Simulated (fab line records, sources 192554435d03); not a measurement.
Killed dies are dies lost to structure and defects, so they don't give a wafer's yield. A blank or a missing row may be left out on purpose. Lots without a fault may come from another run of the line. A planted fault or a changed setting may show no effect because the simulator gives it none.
Which tool did it? | flow n5_finfet | 10 lots, 28 wafers sampled, at 5 steps of a route of 1938

WHAT THE GAUGES READ, wafer by wafer
N5_BEOL_M4_RC_MEAS_101.
lot  | measured     | on        | DIBL_N (mV/V)
L866 | day 9 02:08  | prober-02 | 34.0 36.0 33.7
L867 | day 9 03:11  | prober-01 | 33.4 34.5 38.2
L868 | day 9 07:03  | prober-02 | 36.1 37.1 35.4
L869 | day 9 06:25  | prober-01 | 32.8 30.9 34.8
L871 | day 10 01:29 | prober-01 | 34.3 31.8 32.5
L879 | day 11 20:23 | prober-02 | 37.2 37.9 36.4
L881 | day 12 03:52 | prober-01 | 35.5 37.5 35.3
L883 | day 12 22:20 | prober-01 | 34.8 36.9
L886 | day 13 23:32 | prober-01 | 35.2 36.4
L887 | day 14 08:04 | prober-02 | 36.7 37.4 35.5

WHICH TOOL RAN EACH LOT (tool, then ch and the chambers of the sampled wafers, then the start)
lot  | N5_BEOL_M3_SPUTTER_92        | N5_BEOL_M3_ANNEAL_93         | N5_BEOL_M3_SPUTTER_94        | N5_BEOL_M3_CMP_52
L866 | pvd_sputter-01, day 8 12:58  | pvd_sputter-01, day 8 13:02  | pvd_sputter-01, day 8 13:11  | cmp-01 ch 0,2,3, day 8 16:39
L867 | pvd_sputter-02, day 8 13:40  | pvd_sputter-02, day 8 13:45  | pvd_sputter-02, day 8 13:53  | cmp-04 ch 0,1,3, day 8 17:13
L868 | pvd_sputter-01, day 8 19:27  | pvd_sputter-01, day 8 19:32  | pvd_sputter-01, day 8 19:40  | cmp-04 ch 1,2, day 8 21:32
L869 | pvd_sputter-03, day 8 20:10  | pvd_sputter-03, day 8 20:14  | pvd_sputter-03, day 8 20:23  | cmp-04 ch 0,2,3, day 8 21:46
L871 | pvd_sputter-01, day 9 08:54  | pvd_sputter-01, day 9 08:59  | pvd_sputter-01, day 9 09:07  | cmp-02 ch 0,1, day 9 09:50
L879 | pvd_sputter-03, day 11 07:52 | pvd_sputter-03, day 11 07:56 | pvd_sputter-03, day 11 08:05 | cmp-01 ch 0,1, day 11 08:47
L881 | pvd_sputter-01, day 11 17:49 | pvd_sputter-01, day 11 17:54 | pvd_sputter-01, day 11 18:02 | cmp-04 ch 0,3, day 11 18:47
L883 | pvd_sputter-03, day 12 06:41 | pvd_sputter-03, day 12 06:46 | pvd_sputter-03, day 12 06:54 | cmp-04 ch 0,1, day 12 07:37
L886 | pvd_sputter-02, day 13 03:09 | pvd_sputter-02, day 13 03:14 | pvd_sputter-02, day 13 03:22 | cmp-04 ch 1,3, day 13 04:07
L887 | pvd_sputter-02, day 13 18:40 | pvd_sputter-02, day 13 18:45 | pvd_sputter-02, day 13 18:55 | cmp-02 ch 1,2,3, day 13 19:39
- N5_BEOL_M3_SPUTTER_92: material Cu, target thk 4.5 nm, time 8.29 s.
- N5_BEOL_M3_ANNEAL_93: time 240 s.
- N5_BEOL_M3_SPUTTER_94: material Cu, target thk 4.5 nm, time 8.29 s.
- N5_BEOL_M3_CMP_52: polishes, stops on SiOC, t overpolish 6.8 s, target thk 40 nm.

THE ANSWER, worked out from the rows above alone
Rule: what is usual is taken from the lots themselves. Put in order of their means at a reading, lots are off if they are a third of the lots or fewer, leave a main group of 4 or more, and stand apart from it by a gap of 3 or more times the standard deviation of the main group's means; of several such gaps the widest counts. A main group whose means are all the same, to the digits that the tables above print for the reading, isn't used. A lot without any number at a reading at which 4 lots or more have one is off too. The other lots that the step has rows for count as sound.
No lot is off at any reading shown: from this, nothing can be told.

WHAT THE SIMULATOR HAD PUT IN
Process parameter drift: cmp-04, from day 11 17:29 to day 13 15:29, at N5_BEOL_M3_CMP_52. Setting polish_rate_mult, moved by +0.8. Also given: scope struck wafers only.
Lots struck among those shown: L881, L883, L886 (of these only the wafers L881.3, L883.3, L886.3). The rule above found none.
